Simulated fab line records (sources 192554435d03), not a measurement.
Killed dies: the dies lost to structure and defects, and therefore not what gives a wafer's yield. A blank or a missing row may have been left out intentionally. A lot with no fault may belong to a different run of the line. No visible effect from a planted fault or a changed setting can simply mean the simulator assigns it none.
fab line records -- flow n5_finfet
record: lots: 7, wafers: 39
route steps=1938 shown BEOL_M14@1716 MIM_TOP@1838
start_h: hours from the record's first day to the start of the lot's first wafer shown -- wait_h: hours from the lot's prior step to this one -- " repeats the value in the row above -- L1.1+2: several wafers, shown together as one row -- - no value, or no start given -- * or withheld: withheld -- < > ~ a bound
route shown NAME@n: NAME is a module with steps in the file, n the number in the route of the first one -- usual: mean and standard deviation over wafers with no fault -- same: alike in all rows -- chamber/n: place in a boat -- sites: each site's reading -- _std_site: the standard deviation of these -- _edge_site: mean of outer sites minus mean of inner sites -- radius_mm: for every site, how far away it sits from the centre of the wafer -- mask NAME#n: copy n -- behind: the last tool/chamber to shape the wafer -- hold: reason for holding the lot/hours on hold/outcome of the hold -- device: the n, p or np transistor that did not switch -- end of line: at the end of the route, the tests of the same wafers -- a step without rows: its recipe alone -- killed: at the first sort, the dies lost to defects and structure; wafer yield is something else -- map: dies across one wafer; x = killed, . = not, _ = none there
set.NAME: setting as actually run; set.NAME@STEP: the setting as run at that earlier step -- model.NAME: the simulator's own value behind a step, which no gauge read
lots with deliberately changed settings; one table per step, one row per wafer
== steps ==
step: N5_BEOL_M14_ILD_DEP_00
recipe: material: SiO2, target_thk_a: 11193, temp_c: 400, precursor: TEOS/O2, pressure_torr: 6.5, rf_w: 900, teos_flow_sccm: 161.4, gas: O2, flow_sccm: 2650, time_s: 237.4
lot.wafer,tool,chamber,start_h,wait_h,set.time_s,model.SiO2_of_BEOL_M14_ILD_DEP_00.thk_nm
L075.1,pecvd-04,0,248.96,0.0,237.4,1109
L075.2,pecvd-04,2,248.96,0.0,237.4,1122
L075.3,pecvd-04,1,248.96,0.0,237.4,1102
L075.4,pecvd-04,0,248.96,0.0,237.4,1119
L075.5,pecvd-04,1,248.96,0.0,237.4,1137
L075.6,pecvd-04,2,248.96,0.0,237.4,1140
L078.1,pecvd-01,2,264.42,0.0,237.4,1104
L078.4,pecvd-01,0,264.42,0.0,237.4,1135
L078.6,pecvd-01,1,264.42,0.0,237.4,1123
L079.1,pecvd-01,1,272.84,0.0,339.7,1598
L079.2,pecvd-01,2,272.84,0.0,237.4,1135
L079.3,pecvd-01,0,272.84,0.0,339.7,1608
L079.4,pecvd-01,0,272.84,0.0,339.7,1635
L079.5,pecvd-01,1,272.84,0.0,237.4,1134
L079.6,pecvd-01,2,272.84,0.0,237.4,1137
L083.1,pecvd-03,2,282.52,0.0,353.5,1655
L083.2,pecvd-03,0,282.52,0.0,237.4,1122
L083.3,pecvd-03,1,282.52,0.0,353.5,1637
L083.4,pecvd-03,1,282.52,0.0,237.4,1133
L083.5,pecvd-03,0,282.52,0.0,237.4,1145
L083.6,pecvd-03,2,282.52,0.0,353.5,1680
L084.1,pecvd-03,1,297.75,0.0,350,1654
L084.2,pecvd-03,2,297.75,0.0,237.4,1116
L084.3,pecvd-03,0,297.75,0.0,350,1642
L084.4,pecvd-03,2,297.75,0.0,237.4,1144
L084.5,pecvd-03,1,297.75,0.0,237.4,1153
L084.6,pecvd-03,0,297.75,0.0,350,1683
L089.1,pecvd-03,0,329.02,0.0,142.2,669
L089.2,pecvd-03,2,329.02,0.0,142.2,666.2
L089.3,pecvd-03,1,329.02,0.0,142.2,664.4
L089.4,pecvd-03,2,329.02,0.0,237.4,1121
L089.5,pecvd-03,1,329.02,0.0,237.4,1129
L089.6,pecvd-03,0,329.02,0.0,237.4,1130
L095.1,pecvd-04,1,366.49,0.0,237.4,1130
L095.2,pecvd-04,2,366.49,0.0,237.4,1139
L095.3,pecvd-04,0,366.49,0.0,237.4,1135
L095.4,pecvd-04,0,366.49,0.0,237.4,1165
L095.5,pecvd-04,1,366.49,0.0,237.4,1144
L095.6,pecvd-04,2,366.49,0.0,237.4,1153
step: N5_BEOL_M14_THK_MEAS_01
recipe: reads: SiO2_of_BEOL_M14_ILD_DEP_00
usual: M14_ILD_THK: 1125/16
lot.wafer,tool,chamber,start_h,wait_h,set.time_s@BEOL_M14_ILD_DEP_00,M14_ILD_THK[nm]
L075.1,film_metro-02,-,249.15,0.1,237.4,1108
L075.2,film_metro-02,-,249.15,0.1,237.4,1123
L075.3,film_metro-02,-,249.15,0.1,237.4,1103
L075.4,film_metro-02,-,249.15,0.1,237.4,1119
L075.5,film_metro-02,-,249.15,0.1,237.4,1137
L075.6,film_metro-02,-,249.15,0.1,237.4,1139
L078.1,film_metro-01,-,264.61,0.1,237.4,1104
L078.4,film_metro-01,-,264.61,0.1,237.4,1135
L078.6,film_metro-01,-,264.61,0.1,237.4,1123
L079.1,film_metro-02,-,273.02,0.1,339.7,1598
L079.2,film_metro-02,-,273.02,0.1,237.4,1135
L079.3,film_metro-02,-,273.02,0.1,339.7,1610
L079.4,film_metro-02,-,273.02,0.1,339.7,1633
L079.5,film_metro-02,-,273.02,0.1,237.4,1134
L079.6,film_metro-02,-,273.02,0.1,237.4,1137
L083.1,film_metro-02,-,282.71,0.1,353.5,1657
L083.2,film_metro-02,-,282.71,0.1,237.4,1122
L083.3,film_metro-02,-,282.71,0.1,353.5,1637
L083.4,film_metro-02,-,282.71,0.1,237.4,1134
L083.5,film_metro-02,-,282.71,0.1,237.4,1145
L083.6,film_metro-02,-,282.71,0.1,353.5,1680
L084.1,film_metro-01,-,297.94,0.1,350,1653
L084.2,film_metro-01,-,297.94,0.1,237.4,1116
L084.3,film_metro-01,-,297.94,0.1,350,1641
L084.4,film_metro-01,-,297.94,0.1,237.4,1144
L084.5,film_metro-01,-,297.94,0.1,237.4,1153
L084.6,film_metro-01,-,297.94,0.1,350,1683
L089.1,film_metro-01,-,329.21,0.1,142.2,669
L089.2,film_metro-01,-,329.21,0.1,142.2,666
L089.3,film_metro-01,-,329.21,0.1,142.2,664
L089.4,film_metro-01,-,329.21,0.1,237.4,1121
L089.5,film_metro-01,-,329.21,0.1,237.4,1128
L089.6,film_metro-01,-,329.21,0.1,237.4,1130
L095.1,film_metro-01,-,366.68,0.1,237.4,1131
L095.2,film_metro-01,-,366.68,0.1,237.4,1139
L095.3,film_metro-01,-,366.68,0.1,237.4,1135
L095.4,film_metro-01,-,366.68,0.1,237.4,1165
L095.5,film_metro-01,-,366.68,0.1,237.4,1143
L095.6,film_metro-01,-,366.68,0.1,237.4,1153
step: N5_BEOL_M14_COAT_58
recipe: resist: BARC, temp_c: 205, time_s: 60, spin_rpm: 1500, resist_thk_nm: 89
step: N5_BEOL_M14_COAT_04
recipe: spin_rpm: 1704, resist_thk_nm: 800
step: N5_BEOL_M14_DESCUM_15
recipe: chemistry: O2, time_s: 7.9, source_power_w: 50, bias_power_w: 20, pressure_mtorr: 20, rf_frequency_hz: 2.712e+07, temp_c: 40, o2_flow_sccm: 225
step: N5_BEOL_M14_ETCH_59
recipe: chemistry: N2/H2, target: BARC, target_depth_a: 890, overetch_a: 267, time_s: 67.9, ion_energy_ev: 200, pressure_mtorr: 30, source_w: 840, bias_w: 150, n2_flow_sccm: 200, h2_flow_sccm: 200
step: N5_BEOL_M14_VIA_ETCH_16
recipe: chemistry: C4F8/O2/Ar, target: SiO2, he_inner_torr: 15, he_outer_torr: 30, target_depth_a: 12313, time_s: withheld, ion_energy_ev: 800, pressure_mtorr: 20, source_w: 1905, bias_w: 2040, Ar_flow_sccm: 400, C4F8_flow_sccm: 16, O2_flow_sccm: 12, ends: cleared
lot.wafer,tool,chamber,start_h,wait_h,set.time_s@BEOL_M14_ILD_DEP_00,model.etch.depth_nm,model.coat_of_BEOL_M14_COAT_04.thk_nm
L075.1,rie_diel-03,1,250.18,0.0,*,1109,454.8
L075.2,rie_diel-03,2,250.18,0.0,*,1122,451.8
L075.3,rie_diel-03,0,250.18,0.0,*,1102,460.6
L075.4,rie_diel-03,3,250.18,0.0,*,1119,467.4
L075.5,rie_diel-03,0,250.18,0.0,*,1137,451.8
L075.6,rie_diel-03,1,250.18,0.0,*,1140,450.4
L078.1,rie_diel-01,3,265.22,0.0,*,1104,457.4
L078.4,rie_diel-01,0,265.22,0.0,*,1135,441.6
L078.6,rie_diel-01,1,265.22,0.0,*,1123,449.2
L079.1,rie_diel-04,2,273.51,0.0,*,1598,351.6
L079.2,rie_diel-04,3,273.51,0.0,*,1135,446.2
L079.3,rie_diel-04,1,273.51,0.0,*,1608,334.4
L079.4,rie_diel-04,0,273.51,0.0,*,1635,334.4
L079.5,rie_diel-04,3,273.51,0.0,*,1134,443.8
L079.6,rie_diel-04,0,273.51,0.0,*,1137,451
L083.1,rie_diel-03,0,283.33,0.0,*,1655,324.2
L083.2,rie_diel-03,2,283.33,0.0,*,1122,451.6
L083.3,rie_diel-03,1,283.33,0.0,*,1637,330.8
L083.4,rie_diel-03,1,283.33,0.0,*,1133,450
L083.5,rie_diel-03,0,283.33,0.0,*,1145,445.8
L083.6,rie_diel-03,2,283.33,0.0,*,1680,316.8
L084.1,rie_diel-03,1,298.42,0.0,*,1654,325.2
L084.2,rie_diel-03,0,298.42,0.0,*,1116,451
L084.3,rie_diel-03,2,298.42,0.0,*,1642,326
L084.4,rie_diel-03,1,298.42,0.0,*,1144,445.8
L084.5,rie_diel-03,0,298.42,0.0,*,1153,445.6
L084.6,rie_diel-03,2,298.42,0.0,*,1683,315.4
L089.1,rie_diel-04,3,329.79,0.0,*,669,554.8
L089.2,rie_diel-04,1,329.79,0.0,*,666.1,554.8
L089.3,rie_diel-04,0,329.79,0.0,*,664.4,560.8
L089.4,rie_diel-04,2,329.79,0.0,*,1121,455.4
L089.5,rie_diel-04,0,329.79,0.0,*,1129,449.4
L089.6,rie_diel-04,3,329.79,0.0,*,1130,444.4
L095.1,rie_diel-03,0,367.16,0.0,*,1130,443.4
L095.2,rie_diel-03,2,367.16,0.0,*,1139,443.6
L095.3,rie_diel-03,1,367.16,0.0,*,1135,445.4
L095.4,rie_diel-03,3,367.16,0.0,*,1165,450.6
L095.5,rie_diel-03,3,367.16,0.0,*,1144,454.6
L095.6,rie_diel-03,2,367.16,0.0,*,1153,439
step: N5_MIM_TOP_SPUTTER_03
recipe: material: TiN, target_thk_a: 350, temp_c: 200, power_w: 3000, chamber_pressure_pa: 0.49996, gas: Ar, reactive_partial_pa: 0.37997, time_s: 89.7
lot.wafer,tool,chamber,start_h,wait_h,set.time_s,model.TiN_of_MIM_TOP_SPUTTER_03.thk_nm
L075.1,pvd_sputter-02,-,263.88,0.0,59.18,23
L075.2,pvd_sputter-02,-,263.88,0.0,89.7,35.2
L075.3,pvd_sputter-02,-,263.88,0.0,89.7,34.6
L075.4,pvd_sputter-02,-,263.88,0.0,89.7,34.4
L075.5,pvd_sputter-02,-,263.88,0.0,59.18,22.8
L075.6,pvd_sputter-02,-,263.88,0.0,59.18,23.2
L078.1+6,pvd_sputter-02,-,285.94,0.0,89.7,35
L078.4,pvd_sputter-02,-,285.94,0.0,89.7,34.6
L079.1+4,pvd_sputter-03,-,288.21,0.0,110.7,43.2
L079.2,pvd_sputter-03,-,288.21,0.0,89.7,35.2
L079.3+6,pvd_sputter-03,-,288.21,0.0,89.7,35.4
L079.5,pvd_sputter-03,-,288.21,0.0,110.7,43
L083.1+6,pvd_sputter-02,-,300.68,0.0,89.7,35.2
L083.2,pvd_sputter-02,-,300.68,0.0,89.7,35.4
L083.3,pvd_sputter-02,-,300.68,0.0,89.7,34.4
L083.4,pvd_sputter-02,-,300.68,0.0,89.7,34.6
L083.5,pvd_sputter-02,-,300.68,0.0,89.7,35
L084.1+4,pvd_sputter-02,-,314.78,0.0,89.7,35.4
L084.2,pvd_sputter-02,-,314.78,0.0,111.9,43.4
L084.3+6,pvd_sputter-02,-,314.78,0.0,111.9,43.8
L084.5,pvd_sputter-02,-,314.78,0.0,89.7,35.6
L089.1,pvd_sputter-03,-,352.64,0.0,89.7,35.6
L089.2,pvd_sputter-03,-,352.64,0.0,89.7,35
L089.3+6,pvd_sputter-03,-,352.64,0.0,89.7,35.4
L089.4,pvd_sputter-03,-,352.64,0.0,89.7,35.2
L089.5,pvd_sputter-03,-,352.64,0.0,89.7,35.8
L095.1+3,pvd_sputter-01,-,381.99,0.0,89.7,34.8
L095.2+4+6,pvd_sputter-01,-,381.99,0.0,89.7,34.6
L095.5,pvd_sputter-01,-,381.99,0.0,89.7,34.4
== key ==
split: step: N5_BEOL_M14_ILD_DEP_00, setting: time_s, stated: 237.4, by: wafer
response: step: N5_BEOL_M14_ILD_DEP_00, reading: model.SiO2_of_BEOL_M14_ILD_DEP_00.thk_nm, change: +11, per: 1%, r: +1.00
response: step: N5_BEOL_M14_THK_MEAS_01, reading: M14_ILD_THK, change: +11, per: 1%, r: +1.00
response: step: N5_BEOL_M14_VIA_ETCH_16, reading: model.etch.depth_nm, change: +11, per: 1%, r: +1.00
response: step: N5_BEOL_M14_VIA_ETCH_16, reading: model.coat_of_BEOL_M14_COAT_04.thk_nm, change: -2.59, per: 1%, r: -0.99
split: step: N5_MIM_TOP_SPUTTER_03, setting: time_s, stated: 89.7, by: wafer
response: step: N5_MIM_TOP_SPUTTER_03, reading: model.TiN_of_MIM_TOP_SPUTTER_03.thk_nm, change: +0.339, per: 1%, r: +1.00
